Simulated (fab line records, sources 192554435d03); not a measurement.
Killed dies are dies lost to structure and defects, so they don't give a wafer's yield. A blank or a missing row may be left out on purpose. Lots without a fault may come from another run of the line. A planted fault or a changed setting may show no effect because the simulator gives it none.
Which tool did it? | flow n5_finfet | 11 lots, 31 wafers sampled, at 5 steps of a route of 1938

WHAT THE GAUGES READ, wafer by wafer
The record holds no reading of a measuring or inspecting step that can be judged against a usual standard deviation.

WHICH TOOL RAN EACH LOT (tool, then ch and the chambers of the sampled wafers, then the start)
lot  | N5_BEOL_M6_TRENCH_ETCH_37                     | N5_BEOL_M6_CURE_75            | N5_BEOL_M6_DEGAS_44          | N5_BEOL_M6_ALD_77                   | N5_PASSIVATION_PROBE_49
L539 | rie_diel-02 ch 2,3, day 9 05:36 or earlier    | uv_cure-02 ch 2, day 9 05:36  | pvd_sputter-02, day 9 06:25  | ald_metal-04 ch 0,1,2, day 9 06:31  | -
L541 | rie_diel-05 ch 1,2, day 9 06:39 or earlier    | uv_cure-03 ch 1, day 9 06:39  | pvd_sputter-03, day 9 06:58  | ald_metal-02 ch 0,1,2, day 9 07:05  | -
L545 | rie_diel-05 ch 1,3, day 10 05:46 or earlier   | uv_cure-02 ch 1, day 10 05:46 | pvd_sputter-01, day 10 05:59 | ald_metal-02 ch 2,3, day 10 06:05   | -
L548 | rie_diel-06 ch 2,3, day 10 15:26 or earlier   | uv_cure-02 ch 2, day 10 15:26 | pvd_sputter-03, day 10 15:54 | ald_metal-02 ch 1,2, day 10 16:00   | -
L550 | rie_diel-02 ch 1,2, day 11 09:46 or earlier   | uv_cure-03 ch 0, day 11 09:46 | pvd_sputter-03, day 11 10:13 | ald_metal-02 ch 1,2, day 11 10:32   | -
L552 | rie_diel-05 ch 0,1, day 12 16:46 or earlier   | uv_cure-02 ch 0, day 12 16:46 | pvd_sputter-01, day 12 17:42 | ald_metal-03 ch 0,1, day 12 17:48   | -
L554 | rie_diel-02 ch 0,3, day 12 20:47 or earlier   | uv_cure-03 ch 0, day 12 20:47 | pvd_sputter-03, day 12 21:12 | ald_metal-04 ch 0,3, day 12 21:18   | -
L558 | rie_diel-05 ch 0,1,3, day 13 14:11 or earlier | uv_cure-03 ch 2, day 13 14:11 | pvd_sputter-01, day 13 14:55 | ald_metal-04 ch 0,1,3, day 13 15:01 | -
L557 | rie_diel-02 ch 1,2, day 13 20:23 or earlier   | uv_cure-02 ch 0, day 13 20:23 | pvd_sputter-03, day 13 20:34 | ald_metal-03 ch 0,2,3, day 13 20:40 | prober-01, day 17 11:59
L560 | rie_diel-05 ch 0,1,3, day 14 03:05 or earlier | uv_cure-03 ch 0, day 14 03:05 | pvd_sputter-02, day 14 03:39 | ald_metal-04 ch 1,2,3, day 14 03:49 | -
L562 | rie_diel-06 ch 0,1,2, day 14 13:55 or earlier | uv_cure-03 ch 0, day 14 13:55 | pvd_sputter-03, day 14 14:19 | ald_metal-03 ch 1,2, day 14 14:25   | -
- N5_BEOL_M6_TRENCH_ETCH_37: etches SiCOH lowk in C4F6/O2, target depth 94.435 nm, time 31.5 s.
- N5_BEOL_M6_CURE_75: cures SiCOH lowk, time 120 s.
- N5_BEOL_M6_DEGAS_44: time 60 s.
- N5_BEOL_M6_ALD_77: deposits TaN, target thk 2 nm, pulse time 2 s, purge time 3 s.
- N5_PASSIVATION_PROBE_49

WHAT THE TOOLS THEMSELVES READ (means of the sampled wafers that have a number; where no wafer has one, the mark that the record gives instead)
N5_BEOL_M6_TRENCH_ETCH_37. Usual: drypump_motor_current_A 5.6 A, standard deviation 0.5; oes_product_au 0.82 a.u., standard deviation 0.081; rf_vpp_V 669 V, standard deviation 18; showerhead_plenum_p_Torr 2.87 Torr, standard deviation 0.084; throttle_valve_pct 20.68 %, standard deviation 0.29.
lot  | tool        | drypump_motor_current_A (A) | oes_product_au (a.u.) | rf_vpp_V (V) | showerhead_plenum_p_Torr (Torr) | throttle_valve_pct (%) | flag
L539 | rie_diel-02 | 5.6                         | 0.83                  | 669          | 2.90                            | 20.55                  |
L541 | rie_diel-05 | 5.1                         | 0.86                  | 654          | 2.81                            | 20.45                  |
L545 | rie_diel-05 | 5.1                         | 0.93                  | 656          | 2.79                            | 20.42                  |
L548 | rie_diel-06 | 6.6                         | 0.70                  | 661          | 2.85                            | 21.23                  |
L550 | rie_diel-02 | 5.7                         | 0.77                  | 694          | 2.94                            | 20.63                  |
L552 | rie_diel-05 | 5.0                         | 0.81                  | 648          | 2.76                            | 20.44                  |
L554 | rie_diel-02 | 5.7                         | 0.78                  | 664          | 2.79                            | 20.68                  |
L558 | rie_diel-05 | 5.2                         | 0.82                  | 654          | 2.78                            | 20.59                  |
L557 | rie_diel-02 | 5.8                         | 0.90                  | 692          | 2.92                            | 20.57                  |
L560 | rie_diel-05 | 5.2                         | 0.81                  | 655          | 2.77                            | 20.59                  |
L562 | rie_diel-06 | 5.5                         | 0.88                  | 658          | 2.94                            | 20.84                  |

N5_BEOL_M6_CURE_75. Usual: lamp_power_pct 52.31 %, standard deviation 0.054; wafer_temp_C_max 371.5, standard deviation 0.56.
lot  | tool       | lamp_power_pct (%) | wafer_temp_C_max | flag
L539 | uv_cure-02 | 52.31              | 371.4            |
L541 | uv_cure-03 | 52.32              | 371.6            |
L545 | uv_cure-02 | 52.38              | 370.9            |
L548 | uv_cure-02 | 52.30              | 371.3            |
L550 | uv_cure-03 | 52.35              | 371.2            |
L552 | uv_cure-02 | 52.32              | 371.2            |
L554 | uv_cure-03 | 52.28              | 371.7            |
L558 | uv_cure-03 | 52.33              | 372.0            |
L557 | uv_cure-02 | 52.31              | 370.9            |
L560 | uv_cure-03 | 52.33              | 372.0            |
L562 | uv_cure-03 | 52.34              | 371.4            |

N5_BEOL_M6_DEGAS_44. Usual: heater_power_w 348 W, standard deviation 16.
lot  | tool           | heater_power_w (W) | flag
L539 | pvd_sputter-02 | 350                |
L541 | pvd_sputter-03 | 353                |
L545 | pvd_sputter-01 | 335                |
L548 | pvd_sputter-03 | 347                |
L550 | pvd_sputter-03 | 348                |
L552 | pvd_sputter-01 | 348                |
L554 | pvd_sputter-03 | 360                |
L558 | pvd_sputter-01 | 354                |
L557 | pvd_sputter-03 | 345                |
L560 | pvd_sputter-02 | 339                |
L562 | pvd_sputter-03 | 350                |

N5_BEOL_M6_ALD_77. Usual: chamber_pressure_Torr 3.000 Torr, standard deviation 0.0064; heater_power_w 417 W, standard deviation 44.
lot  | tool         | chamber_pressure_Torr (Torr) | heater_power_w (W) | flag
L539 | ald_metal-04 | 3.000                        | 430                |
L541 | ald_metal-02 | 2.996                        | 428                |
L545 | ald_metal-02 | 2.995                        | 425                |
L548 | ald_metal-02 | 3.000                        | 382                |
L550 | ald_metal-02 | 3.008                        | 396                |
L552 | ald_metal-03 | 2.997                        | 406                |
L554 | ald_metal-04 | 3.000                        | 450                |
L558 | ald_metal-04 | 2.998                        | 420                |
L557 | ald_metal-03 | 3.003                        | 411                |
L560 | ald_metal-04 | 3.002                        | 387                |
L562 | ald_metal-03 | 2.997                        | 393                |

N5_PASSIVATION_PROBE_49. Usual: defect_limited_yield 91.2 %, standard deviation 1.6; killed_at_M0_to_M3 34, standard deviation 11; killed_at_M4_up 14, standard deviation 5.7; killed_at_contacts 14, standard deviation 6.6; killed_at_front_end 37, standard deviation 10; killed_at_other 4, standard deviation 3.2; killed_dies 104, standard deviation 19; killed_on_rim 14, standard deviation 4.1; killed_open 69, standard deviation 13; killed_short 33, standard deviation 8.7; sort_bin_5_function 5.1 %, standard deviation 1; sort_bin_6_memory 3.3 %, standard deviation 0.76; sort_bin_8_speed 0.00 %, standard deviation 0.016; sort_n_pass 1076, standard deviation 19; sort_yield_pct 91.2 %, standard deviation 1.6.
lot  | tool      | defect_limited_yield (%) | killed_at_M0_to_M3 | killed_at_M4_up | killed_at_contacts | killed_at_front_end | killed_at_other | killed_dies | killed_on_rim | killed_open | killed_short | sort_bin_5_function (%) | sort_bin_6_memory (%) | sort_bin_8_speed (%) | sort_n_pass | sort_yield_pct (%) | flag
L557 | prober-01 | 91.1                     | 45                 | 6               | 10                 | 39                  | 5               | 105         | 14            | 73          | 31           | 5.3                     | 3.5                   | 0.00                 | 1075        | 91.1               |

THE ANSWER, worked out from the rows above alone
Rule: a lot is off if the mean of its wafers that have a number lies more than 3 standard deviations from the usual mean. A lot without any number at a reading at which 4 lots or more have one is off too. The other lots that the step has rows for count as sound. The gauges are gone through in route order, then the tools' own readings, and for those a lot's mean is taken as printed above. The first step at which some lot is off is used, and at that step the reading that is off furthest; a lot without a number counts as furthest.
No lot is off at any reading shown: from this, nothing can be told.

WHAT THE SIMULATOR HAD PUT IN
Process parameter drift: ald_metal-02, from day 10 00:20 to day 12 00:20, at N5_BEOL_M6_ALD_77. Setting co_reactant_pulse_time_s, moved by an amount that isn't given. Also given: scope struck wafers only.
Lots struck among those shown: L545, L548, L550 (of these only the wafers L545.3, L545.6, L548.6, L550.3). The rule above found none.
